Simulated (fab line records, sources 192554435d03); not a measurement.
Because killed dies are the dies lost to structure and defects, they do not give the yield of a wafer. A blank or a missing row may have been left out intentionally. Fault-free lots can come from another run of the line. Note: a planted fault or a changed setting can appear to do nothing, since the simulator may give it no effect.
Chamber matching || flow n5Finfet || N5_BEOL_M10_ETCH_65 on rieDiel-04: 4 sister chambers
The step etches SiARC in CF4, target depth 39 nm, time 65 s. 4 wafers are shown with their chamber, then 8 later ones without.

## WAFERS PAIRED WITH THEIR CHAMBERS
{"wafer": "L083.5", "chamber": 2, "showerheadPlenumPTorr (Torr)": 2.02}
{"wafer": "L083.6", "chamber": 1, "showerheadPlenumPTorr (Torr)": 2.05}
{"wafer": "L082.6", "chamber": 0, "showerheadPlenumPTorr (Torr)": 2.15}
{"wafer": "L085.1", "chamber": 3, "showerheadPlenumPTorr (Torr)": 2.26}

## WAFERS WITHOUT THEIR CHAMBER
{"wafer": "L085.4", "showerheadPlenumPTorr (Torr)": 2.15}
{"wafer": "L085.5", "showerheadPlenumPTorr (Torr)": 2.26}
{"wafer": "L089.2", "showerheadPlenumPTorr (Torr)": 2.26}
{"wafer": "L089.4", "showerheadPlenumPTorr (Torr)": 2.27}
{"wafer": "L089.5", "showerheadPlenumPTorr (Torr)": 2.26}
{"wafer": "L093.1", "showerheadPlenumPTorr (Torr)": 2.14}
{"wafer": "L093.2", "showerheadPlenumPTorr (Torr)": 2.25}
{"wafer": "L093.3", "showerheadPlenumPTorr (Torr)": 2.27}

## WHICH CHAMBER EACH WENT THROUGH
{"wafer": "L085.4", "from the rows above": 0, "in truth": 0}
{"wafer": "L085.5", "from the rows above": 3, "in truth": 3}
{"wafer": "L089.2", "from the rows above": 3, "in truth": 3}
{"wafer": "L089.4", "from the rows above": 3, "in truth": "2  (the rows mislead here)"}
{"wafer": "L089.5", "from the rows above": 3, "in truth": 3}
{"wafer": "L093.1", "from the rows above": 0, "in truth": 0}
{"wafer": "L093.2", "from the rows above": 3, "in truth": 3}
{"wafer": "L093.3", "from the rows above": 3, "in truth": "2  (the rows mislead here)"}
Correct placement for 6 of the 8. Left unplaced by these rows: 0. 2 placed wrongly.
How it was worked out, from the rows above alone: a wafer's distance from a chamber is the root of the sum, over the readings, of the square of ((its reading less the chamber's mean) divided by the reading's scatter). The wafer belongs to the nearest chamber; if the next one is less than 2 further off, it can't be placed. A chamber's mean is the mean of its shown wafers. The scatter: with one shown wafer a chamber, the root of the mean of the squares of how far each hidden wafer lies from its nearest shown one.
